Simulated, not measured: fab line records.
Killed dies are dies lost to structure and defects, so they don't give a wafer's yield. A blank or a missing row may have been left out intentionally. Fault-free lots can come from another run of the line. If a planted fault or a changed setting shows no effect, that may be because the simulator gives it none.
Matching of chambers    flow nand-harc    NHARC_A_DECK1_JOINT_CMP_13 on cmp-03: 4 sister chambers
The step polishes, target thk 51.023 nm. 4 wafers are shown with their chamber, then 7 later ones without.

WAFERS WITH THEIR CHAMBER
wafer   chamber  motor-current-A (A)
L082.1  0        13.8
L084.1  2        12.6
L089.1  3        10.5
L089.3  1        14.3

WAFERS WITH NO CHAMBER GIVEN
wafer   motor-current-A (A)
L089.6  12.6
L090.2  14.6
L090.3  13.3
L090.6  10.7
L097.1  12.8
L097.2  10.7
L097.5  13.9

THE CHAMBER EACH PASSED THROUGH
wafer   from the rows above           in truth
L089.6  2                             2
L090.2  can't be placed: 1 or 0       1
L090.3  can't be placed: 0 or 2 or 1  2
L090.6  3                             3
L097.1  2                             2
L097.2  3                             3
L097.5  can't be placed: 0 or 1       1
4 of 7 placed correctly. From these rows, 3 cannot be placed; in 3 the true chamber is one of the candidates. Number placed wrongly: 0.
How it was worked out, from the rows above alone: a wafer's distance from a chamber is the root of the sum, over the readings, of the square of ((its reading less the chamber's mean) divided by the reading's scatter). If the next closest chamber is less than 2 further off than the closest, the wafer can't be placed; otherwise it belongs to the closest. For every chamber, the mean is computed from those of its wafers that are shown. The scatter: root of mean squared gap, hidden wafer to nearest shown wafer, with one shown wafer a chamber.
